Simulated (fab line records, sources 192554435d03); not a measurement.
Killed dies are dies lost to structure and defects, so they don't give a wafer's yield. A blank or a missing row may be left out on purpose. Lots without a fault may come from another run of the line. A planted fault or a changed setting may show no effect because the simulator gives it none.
Chamber matching | flow n5_finfet | N5_FIN_SAQP_PECVD_06 on pecvd-04: 3 sister chambers
The step deposits a-Si from SiH4/He, target thk 60 nm, time 48.1 s. 3 wafers are shown with their chamber, then 11 later ones without.

WAFERS WITH THEIR CHAMBER
wafer  | chamber | throttle_valve_pct (%)
L084.1 | 0       | 17.6
L084.3 | 2       | 16.7
L085.2 | 1       | 16.9

WAFERS WITHOUT THEIR CHAMBER
wafer  | throttle_valve_pct (%)
L085.5 | 16.9
L085.6 | 17.5
L091.3 | 16.7
L091.4 | 17.2
L091.6 | 17.5
L094.1 | 17.7
L094.2 | 16.9
L094.3 | 16.8
L096.1 | 17.0
L096.3 | 16.7
L096.4 | 17.6

WHICH CHAMBER EACH WENT THROUGH
wafer  | from the rows above          | in truth
L085.5 | can't be placed: 1 or 2      | 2
L085.6 | 0                            | 0
L091.3 | can't be placed: 2 or 1      | 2
L091.4 | can't be placed: 1 or 0 or 2 | 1
L091.6 | 0                            | 0
L094.1 | 0                            | 0
L094.2 | can't be placed: 1 or 2      | 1
L094.3 | can't be placed: 1 or 2      | 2
L096.1 | can't be placed: 1 or 2      | 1
L096.3 | can't be placed: 2 or 1      | 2
L096.4 | 0                            | 0
Placed correctly: 4 of 11. Can't be placed from these rows: 7 (the true chamber is among the candidates in 7). Placed wrongly: 0.
How it was worked out, from the rows above alone: a wafer's distance from a chamber is the root of the sum, over the readings, of the square of ((its reading less the chamber's mean) divided by the reading's scatter). The wafer belongs to the nearest chamber; if the next one is less than 2 further off, it can't be placed. A chamber's mean is the mean of its shown wafers. The scatter: with one shown wafer a chamber, the root of the mean of the squares of how far each hidden wafer lies from its nearest shown one.
